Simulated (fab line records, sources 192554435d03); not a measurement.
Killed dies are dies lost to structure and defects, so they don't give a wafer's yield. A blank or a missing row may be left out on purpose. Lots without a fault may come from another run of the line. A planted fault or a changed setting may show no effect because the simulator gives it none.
fab line records | flow n5_finfet
record lots=6 wafers=18 last_day=18
route steps=1938 shown BEOL_M4@1026 PASSIVATION@1936
lots that met no fault: from a run of the same line without faults
start_h: hours from the record's first day to the start of the lot's first wafer shown | wait_h: hours since the lot's step before | " the same as in the row above | L1.1+2: a row that stands for several wafers | - no value, or no start given | * or withheld: withheld | < > ~ a bound
route shown NAME@n: a module of which the file shows steps, and the number in the route of the first | usual: mean/standard deviation of fault-free wafers | same: alike in all rows | chamber/n: place in a boat | sites: the reading at each site | _std_site: their standard deviation | _edge_site: outer sites' mean less inner sites' | radius_mm: how far each site lies from the wafer's centre | mask NAME#n: copy n | behind: the tool/chamber that last shaped the wafer | hold: why the lot was held/for how many hours/how that ended | device: the transistor (n, p or np) that didn't switch | end of line: the same wafers' tests at the end of the route | a step without rows: its recipe alone | killed: dies lost to structure and defects at the first sort, not the wafer's yield | map: a wafer's dies, x killed, . not, _ none there
set.NAME: the setting as run; set.NAME@STEP: as run at that earlier step | model.NAME: the simulator's own value behind a step, which no gauge read
lots at some steps of the route; a table a step, a row a wafer
services: from which hour (start_h, from the record's first day; less than 0 if before it) a tool's chamber was out of use, for how many hours, and why
## steps
# step N5_BEOL_M4_COAT_62
# recipe resist=SiARC temp_c=220 time_s=60 spin_rpm=1500 resist_thk_nm=12
# step N5_BEOL_M4_COAT_73
# recipe resist=underlayer temp_c=205 time_s=60 spin_rpm=1500 resist_thk_nm=5
# step N5_BEOL_M4_COAT_05
# recipe resist=CAR-EUV spin_rpm=1500 resist_thk_nm=30
# step N5_BEOL_M4_EBR_07
# recipe solvent=PGMEA ebr_width_mm=1.5
# step N5_BEOL_M4_SOFTBAKE_06
# recipe temp_c=110 time_s=60 resist=CAR-EUV
# step N5_BEOL_M4_EXPOSE_08
# recipe mask_id=M4 na=0.33 source_shape=dipole sigma_inner=0.369 sigma_outer=0.767 polarization=unpolarized dose_mj=41.25
# step N5_BEOL_M4_PEB_09
# recipe peb_temp_c=100 peb_time_s=60 resist=CAR-EUV
# step N5_BEOL_M4_DEVELOP_10
# recipe develop_time_s=30 developer=TMAH resist=CAR-EUV rinse_liquid=surfactant_rinse dry=air_spin dev_temp_c=23
# step N5_BEOL_M4_CD_MEAS_11
# recipe target_cd_nm=16.79 landing_energy_ev=500 detector=se_inlens polarity=opening
# usual cd_nm=16.80/0.25
# columns lot.wafer tool chamber start_h wait_h cd_nm
L639.4 cd_sem-03 0 199.77 - 16.80
L639.5 " 0 " " 17.03
L639.6 " 0 " " 17.08
L644.2 cd_sem-03 0 228.65 - 16.48
L644.5 " 0 " " 16.86
L644.6 " 0 " " 16.88
L651.2 cd_sem-03 0 290.83 - 16.88
L651.4 " 0 " " 17.14
L651.6 " 0 " " 16.80
L652.3 cd_sem-02 0 291.00 - 16.90
L652.4 " 0 " " 16.26
L652.6 " 0 " " 16.71
L655.1 cd_sem-02 0 291.86 - 16.50
L655.4 " 0 " " 16.50
L655.5 " 0 " " 16.78
L654.1 cd_sem-03 0 293.26 - 16.88
L654.3 " 0 " " 16.44
L654.5 " 0 " " 17.02
# step N5_BEOL_M4_OVL_MEAS_12
# recipe points_per_wafer=522
# usual M4_OVL=-0.4/0.71
# columns lot.wafer tool chamber start_h wait_h M4_OVL[nm]
L639.4 overlay-01 0 199.82 0.0 0.3
L639.5 " 0 " " -0.4
L639.6 " 0 " " 0.6
L644.2 overlay-01 0 228.69 0.0 -0.8
L644.5 " 0 " " -1.1
L644.6 " 0 " " -0.1
L651.2 overlay-02 0 290.87 0.0 -1.1
L651.4 " 0 " " -0.9
L651.6 " 0 " " -1.5
L652.3 overlay-01 0 291.04 0.0 0.4
L652.4 " 0 " " 0.6
L652.6 " 0 " " 0.2
L655.1 overlay-01 0 291.89 0.0 -0.3
L655.4 " 0 " " -1.0
L655.5 " 0 " " 0.3
L654.1 overlay-02 0 293.29 0.0 -0.2
L654.3 " 0 " " 1.2
L654.5 " 0 " " 0.0
# step N5_BEOL_M4_INSPECT_13
# recipe mode=adi inspect_instrument=brightfield
# usual raw_defect_count=422/81
# columns lot.wafer tool chamber start_h wait_h raw_defect_count
L639.4 defect_inspect-01 - 199.86 0.0 314
L639.5 " - " " 410
L639.6 " - " " 327
L644.2 defect_inspect-01 - 228.74 0.0 447
L644.5 " - " " 426
L644.6 " - " " 378
L651.2 defect_inspect-01 - 290.92 0.0 413
L651.4 " - " " 374
L651.6 " - " " 364
L652.3 defect_inspect-02 - 291.09 0.0 437
L652.4 " - " " 441
L652.6 " - " " 412
L655.1 defect_inspect-01 - 291.95 0.1 394
L655.4 " - " " 445
L655.5 " - " " 357
L654.1 defect_inspect-01 - 293.35 0.1 354
L654.3 " - " " 390
L654.5 " - " " 302
# step N5_BEOL_M4_DESCUM_16
# recipe chemistry=O2 time_s=7 source_power_w=50 bias_power_w=20 pressure_mtorr=20 rf_frequency_hz=2.712e+07 temp_c=40 resist=CAR-EUV o2_flow_sccm=225
# usual drypump_motor_current_A=5.6/0.68 oes_product_au=0.82/0.079 rf_fwd_power_W=49.31/0.29 rf_vpp_V=242.5/1.3 showerhead_plenum_p_Torr=2.05/0.07 throttle_valve_pct=20.46/0.19
# same time_s=7
# columns lot.wafer tool chamber start_h wait_h drypump_motor_current_A oes_product_au rf_fwd_power_W rf_hours_counter_h rf_vpp_V showerhead_plenum_p_Torr throttle_valve_pct
L639.4 rie_diel-06 2 199.89 0.0 5.4 0.71 49.10 231 240.9 1.97 20.58
L639.5 " 1 " " 4.8 0.82 48.98 - 240.9 2.00 20.37
L639.6 " 0 " " 5.2 0.84 49.51 - 242.7 2.02 20.38
L644.2 rie_diel-03 3 228.77 0.0 6.5 0.87 49.25 39 245.9 2.21 20.13
L644.5 " 0 " " 5.0 0.86 49.01 - 244.1 2.14 20.67
L644.6 " 3 " " 6.5 0.90 49.19 - 244.6 2.21 20.11
L651.2 rie_diel-06 0 291.16 0.2 5.2 0.80 49.48 102 240.4 2.01 20.44
L651.4 " 1 " " 4.9 0.78 48.99 - 242.3 1.99 20.41
L651.6 " 0 " " 5.2 0.80 49.32 - 241.5 2.01 20.43
L652.3 rie_diel-06 0 291.39 0.3 5.2 0.79 49.69 102 242.5 2.01 20.41
L652.4 " 3 " " 6.7 0.88 49.41 - 240.6 2.06 20.58
L652.6 " 0 " " 5.2 0.80 49.70 - 242.9 2.01 20.43
L655.1 rie_diel-04 3 291.99 0.0 5.7 0.81 49.93 108 242.5 2.05 20.81
L655.4 " 3 " " 5.7 0.80 49.85 - 240.9 2.05 20.79
L655.5 " 0 " " 5.5 0.72 49.13 - 241.1 1.99 20.45
L654.1 rie_diel-03 3 293.38 0.0 6.6 0.85 49.46 65 244.7 2.20 20.13
L654.3 " 1 " " 6.6 0.95 49.46 8 245.4 2.22 20.29
L654.5 " 0 " " 5.0 0.82 48.90 - 243.6 2.13 20.73
# step N5_BEOL_M4_ETCH_74
# recipe chemistry=N2/H2 target=underlayer target_depth_a=65 mask_material=CAR-EUV time_s=5.2 ion_energy_ev=200 pressure_mtorr=30 source_w=840 bias_w=150 n2_flow_sccm=200 h2_flow_sccm=200 ends=cleared
# usual drypump_motor_current_A=5.6/0.68 etch_rf_on_time_s=5.21/0.12 oes_product_au=0.70/0.065 rf_fwd_power_W=819.2/2.5 rf_vpp_V=522.4/2.7 showerhead_plenum_p_Torr=2.50/0.076 throttle_valve_pct=17.90/0.21
# columns lot.wafer tool chamber start_h wait_h drypump_motor_current_A etch_rf_on_time_s oes_product_au rf_fwd_power_W rf_hours_counter_h rf_vpp_V showerhead_plenum_p_Torr throttle_valve_pct
L639.4 rie_diel-06 2 199.93 0.0 5.4 5.36 0.59 818.9 231 520.6 2.42 18.22
L639.5 " 1 " " 4.9 5.16 0.69 818.3 - 522.3 2.47 17.92
L639.6 " 0 " " 5.1 5.26 0.72 820.7 - 522.0 2.48 17.92
L644.2 rie_diel-03 3 228.81 0.0 6.5 5.01 0.74 819.1 39 525.8 2.68 17.48
L644.5 " 0 " " 5.0 5.23 0.73 823.4 - 524.8 2.58 17.96
L644.6 " 3 " " 6.5 5.00 0.75 817.8 - 528.1 2.68 17.48
L651.2 rie_diel-06 0 291.19 0.0 5.2 6.12 0.64 821.0 102 519.4 2.46 17.97
L651.4 " 1 " " 4.9 6.09 0.61 823.0 - 521.0 2.45 17.94
L651.6 " 0 " " 5.2 6.18 0.62 816.7 - 521.8 2.46 17.97
L652.3 rie_diel-06 0 291.43 0.0 5.2 6.19 0.62 814.3 102 521.1 2.46 17.97
L652.4 " 3 " " 6.7 6.23 0.68 814.7 - 522.1 2.47 17.80
L652.6 " 0 " " 5.2 6.15 0.62 816.4 - 522.1 2.46 17.96
L655.1 rie_diel-04 3 292.02 0.0 5.6 5.11 0.69 820.6 108 520.6 2.44 18.00
L655.4 " 3 " " 5.7 5.17 0.68 821.7 - 520.6 2.44 18.01
L655.5 " 0 " " 5.5 5.30 0.61 821.2 - 522.5 2.43 17.95
L654.1 rie_diel-03 3 293.42 0.0 6.5 5.12 0.72 815.9 65 527.9 2.67 17.53
L654.3 " 1 " " 6.6 5.31 0.81 822.7 8 526.9 2.73 17.97
L654.5 " 0 " " 5.0 5.29 0.70 814.9 - 524.2 2.57 17.99
# step N5_BEOL_M4_ETCH_63
# recipe chemistry=CF4 target=SiARC target_depth_a=156 mask_material=CAR-EUV time_s=26 ion_energy_ev=80 pressure_mtorr=40 source_w=545 bias_w=36 Ar_flow_sccm=100 cf4_flow_sccm=100 ends=cleared
# usual drypump_motor_current_A=5.6/0.68 etch_rf_on_time_s=26.0/0.58 oes_product_au=0.70/0.065 rf_fwd_power_W=532.5/2.7 rf_vpp_V=183.5/1.1 showerhead_plenum_p_Torr=2.11/0.064 throttle_valve_pct=15.63/0.2
# columns lot.wafer tool chamber start_h wait_h drypump_motor_current_A etch_rf_on_time_s oes_product_au rf_fwd_power_W rf_hours_counter_h rf_vpp_V showerhead_plenum_p_Torr throttle_valve_pct
L639.4 rie_diel-06 2 199.94 0.0 5.4 26.5 0.60 528.3 231 182.7 2.04 15.88
L639.5 " 1 " " 4.8 25.7 0.70 531.4 - 182.4 2.07 15.62
L639.6 " 0 " " 5.2 26.2 0.71 534.8 - 184.3 2.10 15.61
L644.2 rie_diel-03 3 228.83 0.0 6.5 25.6 0.74 530.6 39 184.4 2.27 15.32
L644.5 " 0 " " 5.0 26.3 0.72 533.3 - 184.6 2.18 15.71
L644.6 " 3 " " 6.5 25.4 0.74 530.2 - 185.8 2.27 15.32
L651.2 rie_diel-06 0 291.21 0.0 5.2 26.6 0.67 533.3 102 182.6 2.09 15.69
L651.4 " 1 " " 4.8 26.3 0.66 530.8 - 183.0 2.06 15.67
L651.6 " 0 " " 5.2 26.7 0.68 535.3 - 183.3 2.09 15.69
L652.3 rie_diel-06 0 291.44 0.0 5.2 26.7 0.67 536.6 102 183.1 2.09 15.69
L652.4 " 3 " " 6.7 26.7 0.75 532.8 - 183.7 2.09 15.58
L652.6 " 0 " " 5.1 26.4 0.68 532.5 - 184.2 2.09 15.69
L655.1 rie_diel-04 3 292.04 0.0 5.7 25.1 0.69 539.5 108 183.6 2.09 15.87
L655.4 " 3 " " 5.6 25.4 0.69 538.8 - 182.2 2.09 15.85
L655.5 " 0 " " 5.5 26.2 0.61 530.2 - 183.4 2.05 15.71
L654.1 rie_diel-03 3 293.43 0.0 6.5 25.7 0.71 532.4 65 185.8 2.26 15.37
L654.3 " 1 " " 6.6 26.5 0.81 532.0 8 185.9 2.28 15.47
L654.5 " 0 " " 5.0 26.3 0.70 531.4 - 185.2 2.17 15.77
# step N5_BEOL_M4_RC_MEAS_101
# usual DIBL_N=36.0/1.6 DIBL_P=36.1/2 IOFF_N=0.160/0.029 IOFF_P=0.21/0.039 ION_N=675/13 ION_P=464/8.8 SS_N=71.5/0.58 SS_P=73.3/0.65 VT_N=250/3.3 VT_P=-249/3.6
# columns lot.wafer tool chamber start_h wait_h DIBL_N[mV/V] DIBL_P[mV/V] IOFF_N[nA/um] IOFF_P[nA/um] ION_N[uA/um] ION_P[uA/um] SS_N[mV/dec] SS_P[mV/dec] VT_N[mV] VT_P[mV]
L639.4 prober-02 0 209.53 0.5 35.7 34.8 0.139 0.21 668 468 70.9 73.4 249 -247
L639.5 " 0 " " 38.5 38.5 0.197 0.28 674 467 72.1 74.0 248 -245
L639.6 " 0 " " 37.4 36.2 0.165 0.24 668 463 71.9 73.6 249 -244
L644.2 prober-02 0 238.21 0.2 36.3 34.7 0.160 0.19 676 458 70.9 73.1 249 -252
L644.5 " 0 " " 37.9 36.9 0.190 0.22 684 467 71.4 73.5 246 -250
L644.6 " 0 " " 35.0 33.2 0.136 0.18 682 465 70.9 72.7 253 -253
L651.2 prober-01 0 298.10 0.2 34.5 32.2 0.118 0.15 661 451 71.3 71.8 253 -256
L651.4 " 0 " " 36.1 35.1 0.159 0.19 672 458 72.0 72.5 247 -253
L651.6 " 0 " " 33.9 32.0 0.126 0.15 681 461 70.8 71.9 250 -253
L652.3 prober-02 0 301.42 0.3 38.4 37.8 0.198 0.25 692 474 72.1 73.9 246 -244
L652.4 " 0 " " 35.6 35.3 0.143 0.20 681 472 71.6 72.9 248 -249
L652.6 " 0 " " 35.1 34.4 0.130 0.19 670 458 71.2 72.2 253 -249
L655.1 prober-01 0 301.85 0.0 37.7 37.7 0.188 0.25 670 463 72.1 73.4 248 -244
L655.4 " 0 " " 36.6 37.8 0.174 0.26 666 471 72.0 73.7 248 -244
L655.5 " 0 " " 35.3 35.9 0.151 0.22 675 465 70.9 72.9 249 -248
L654.1 prober-02 0 303.28 0.0 34.6 34.1 0.130 0.18 657 452 71.7 72.8 254 -251
L654.3 " 0 " " 36.9 38.1 0.192 0.26 674 464 71.4 73.9 248 -246
L654.5 " 0 " " 33.7 33.0 0.120 0.17 660 454 71.5 72.7 255 -252
# step N5_PASSIVATION_PROBE_49
# usual defect_limited_yield=91.0/1.3 killed_at_M0_to_M3=36/9.5 killed_at_M4_up=14/5.6 killed_at_contacts=12/6.4 killed_at_front_end=40/10 killed_at_other=3.2/3 killed_dies=107/15 killed_open=69/12 killed_short=35/7.7 sort_bin_5_function=5.3/0.91 sort_bin_6_memory=3.3/0.65 sort_n_pass=1073/15 sort_yield_pct=91.0/1.3
# same gross_dies=1180 killed_at_back_side=0 sort_bin_4_leakage[%]=0 sort_bin_8_speed[%]=0
# columns lot.wafer tool chamber start_h wait_h defect_limited_yield[%] killed_at_M0_to_M3 killed_at_M4_up killed_at_contacts killed_at_front_end killed_at_other killed_dies killed_open killed_short sort_bin_5_function[%] sort_bin_6_memory[%] sort_n_pass sort_yield_pct[%]
L651.2 prober-02 - 404.66 0.1 90.2 54 16 5 41 0 116 70 43 5.7 3.6 1064 90.2
L651.4 prober-02 - 404.76 0.2 90.7 29 8 8 65 0 110 68 39 6.0 3.0 1070 90.7
L652.3 prober-01 - 405.40 0.1 91.2 44 12 11 34 3 104 59 44 5.7 2.5 1076 91.2
L652.4 prober-01 - 405.45 0.2 92.3 31 8 4 39 9 91 57 32 4.5 3.1 1089 92.3
L652.6 prober-01 - 405.55 0.3 90.9 32 15 10 48 2 107 64 31 5.1 3.1 1073 90.9
# killed by level:class
L651.2 BEOL_M0_SAQP:geometric_particle:short=15 BEOL_M0_SAQP:geometric_particle:open=15 FIN_SAQP:geometric_particle:short=14 FIN_SAQP:geometric_particle:open=9 BEOL_M1:geometric_particle:open=6 BEOL_M2:geometric_particle:open=5 BEOL_M3:geometric_particle:open=5 BEOL_M4:geometric_particle:open=5
L651.4 FIN_SAQP:geometric_particle:short=21 FIN_SAQP:geometric_particle:open=17 BEOL_M0_SAQP:geometric_particle:short=8 STI_FIN_REVEAL:geometric_particle:open=7 MOL_CONTACT_COAG:geometric_particle:open=7 BEOL_M0_SAQP:geometric_particle:open=7 STI_FIN_REVEAL:geometric_particle:short=4 DUMMY_GATE:geometric_particle:open=4
L652.3 BEOL_M0_SAQP:geometric_particle:short=11 FIN_SAQP:geometric_particle:short=8 BEOL_M0_SAQP:geometric_particle:open=7 BEOL_M3:geometric_particle:open=7 GATE_CUT:geometric_particle:short=7 MOL_CONTACT_COAG:geometric_particle:open=6 BEOL_M1:geometric_particle:open=6 FIN_SAQP:geometric_particle:open=5
L652.4 FIN_SAQP:geometric_particle:short=8 BEOL_M3:geometric_particle:open=7 FIN_SAQP:geometric_particle:open=6 BEOL_M1:geometric_particle:open=6 GATE_CUT:geometric_particle:open=5 BEOL_M0_SAQP:geometric_particle:short=5 GATE_CUT:geometric_particle:short=4 ILD0:geometric_particle:open=4
L652.6 BEOL_M0_SAQP:geometric_particle:open=9 FIN_SAQP:geometric_particle:open=8 MOL_CONTACT_COAG:geometric_particle:open=8 BEOL_M1:geometric_particle:open=8 HKMG_FIN:area_etch=8 DUMMY_GATE:geometric_particle:open=6 FIN_SAQP:geometric_particle:short=4 SPACER0:geometric_particle:short=4
## services
# columns tool chamber start_h hours kind
rie_diel-04 2 239.29 - clean
rie_diel-04 2 239.29 - consumable_replace:focus_ring
rie_diel-04 2 239.29 25.0 scheduled_down
rie_diel-04 2 239.29 25.0 vent_cycle
rie_diel-03 1 241.09 - clean
rie_diel-03 1 241.09 - consumable_replace:focus_ring
rie_diel-03 1 241.09 - consumable_replace:showerhead
rie_diel-03 1 241.09 30.5 scheduled_down
rie_diel-03 1 241.09 30.5 vent_cycle
rie_diel-06 2 243.08 8.3 repair
rie_diel-06 2 268.31 - clean
rie_diel-06 2 268.31 - consumable_replace:focus_ring
rie_diel-06 2 268.31 - consumable_replace:showerhead
rie_diel-06 2 268.31 28.1 scheduled_down
rie_diel-06 2 268.31 28.1 vent_cycle
rie_diel-04 3 281.53 2.6 repair
## key
first_sign step=N5_BEOL_M4_ETCH_74 reading=etch_rf_on_time_s direction=up sigmas=8 usual=* struck=*
effect none on later readings
met_at N5_BEOL_M4_ETCH_74
struck_wafers L651.2,L651.4,L651.6,L652.3,L652.4,L652.6
onset_between 199.93 291.19
earlier_fault kind=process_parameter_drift tool=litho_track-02 chamber=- onset_h=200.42 steps=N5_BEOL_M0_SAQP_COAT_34 channel=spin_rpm offset=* shape=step acts_in=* stated=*
fault kind=process_parameter_drift tool=rie_diel-06 chamber=- onset_h=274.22 steps=N5_BEOL_M4_ETCH_74 channel=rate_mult offset=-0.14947 shape=step
